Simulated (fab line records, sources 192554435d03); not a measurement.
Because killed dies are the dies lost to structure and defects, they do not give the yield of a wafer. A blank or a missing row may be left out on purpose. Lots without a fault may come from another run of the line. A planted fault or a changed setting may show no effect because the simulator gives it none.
Code-filled problem report in 8D (eight disciplines) form ; flow n5Finfet ; the parts of the form that need people (team, actions taken, sign-off) are left out

1. WHAT IS WRONG
At N5_BEOL_M4_INSPECT_30, rawDefectCount averages 1416 over 6 wafers from 2 lots, while fault-free wafers read 426, standard deviation 95. Relative to the usual mean, that is a shift of +10 standard deviations.
The step: inspects for defects (brightfield).
Seen first at day 12 11:53 on defectInspect-02, wafer L737.1. At this step, 28 wafers from 10 lots have a number in the record. The rule behind "out" and "out of limits": a value lying over 4 standard deviations away from the usual mean. The other wafers with a number count as sound.

2. WHAT IT IS AND WHAT IT IS NOT
question;is;is not
which readings at this step;rawDefectCount;-
which lots;L737, L738;L718, L720, L721, L723, L724, L727, L731, L740
which wafers of those lots;all that have a number;-
read on which gauges;defectInspect-01, defectInspect-02;-
when;from day 12 11:53;"up to then (19 sound wafers); but 3 sound wafers of L740 came after"

3. THE SUSPECTS, EACH WITH WHAT RULES IT OUT
Counting: a tool at any process step up to the reading remains a suspect when it ran all the lots that are out and ran no sound lot after the first of those.
- the gauge at N5_BEOL_M4_INSPECT_30 has been ruled out. The wafers that are out were read on 2 gauges (defectInspect-01, defectInspect-02).
- rtpAnneal-02 at N5_BEOL_M3_ANNEAL_51 (time 90 s): kept. It ran every lot that is out, first L737 (day 12 09:01), and no sound lot after that; its last sound lot up to then is L727 (day 10 03:15).
- cvdCo-02 at N5_BEOL_M3_PRE_CLEAN_60 (time 15 s): kept. It ran every lot that is out, first L737 (day 12 09:38), and no sound lot after that; its last sound lot up to then is L723 (day 8 23:46).
- rieDiel-04 at N5_BEOL_M4_STRIP_66 (strips in CF4): kept. It ran every lot that is out, first L737 (day 12 11:08), and no sound lot after that; its last sound lot up to then is L723 (day 9 02:11).
After the count, these remain: rtpAnneal-02 at N5_BEOL_M3_ANNEAL_51, cvdCo-02 at N5_BEOL_M3_PRE_CLEAN_60 and rieDiel-04 at N5_BEOL_M4_STRIP_66.

4. THE CAUSE (what the simulator had put in)
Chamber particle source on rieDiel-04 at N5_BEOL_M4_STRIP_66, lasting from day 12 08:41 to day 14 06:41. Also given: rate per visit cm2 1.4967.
Of the 3 suspects that counting leaves, this tool is one.

5. SEQUENCE OF EFFECTS, ordered by route
Each row: a reading where the mean over the struck wafers with a number is more than 3 standard deviations away from the usual. Only readings whose record carries a usual standard deviation are examined. hours: median over the lots of the time between each lot's start at the first step of this table that gives one and its start at this step. sigmas: the change, counted in usual standard deviations.
hours;step;reading;usual;on struck wafers;change;sigmas
0;N5_BEOL_M4_INSPECT_30;rawDefectCount;426;1416;+990;+10
108;N5_PASSIVATION_PROBE_49;defectLimitedYield;91.7 %;82.9;-8.8;-5.2
108;N5_PASSIVATION_PROBE_49;killed_at_M4_up;13;127;+114;+22
108;N5_PASSIVATION_PROBE_49;killedDies;98;202;+104;+5.2
108;N5_PASSIVATION_PROBE_49;sort_bin_5_function;4.8 %;10.3;+5.5;+5.0
108;N5_PASSIVATION_PROBE_49;sortNPass;1082;978;-104;-5.2
108;N5_PASSIVATION_PROBE_49;sortYieldPct;91.7 %;82.9;-8.8;-5.2
The process steps in it:
- N5_PASSIVATION_PROBE_49
Later measuring or inspecting steps at which every struck wafer that the step has a row for has a number for every such reading, and none has moved that far: N5_BEOL_M4_RC_MEAS_101.

6. HOW IT WOULD HAVE BEEN CAUGHT EARLIER
Counted from the fault's start at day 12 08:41, it took 3 hours until the first out-of-limits reading at a measuring or inspecting step in this record, taken at day 12 11:53.
Of the tool readings at N5_BEOL_M4_STRIP_66 for which the record gives a usual standard deviation, none was out on any struck wafer, so an alarm limit of 4 standard deviations on them would not have fired.
Lots out: 2; of these, L738 started N5_BEOL_M4_STRIP_66 on rieDiel-04 after day 12 11:53. A hold on the tool at that time would have spared it.
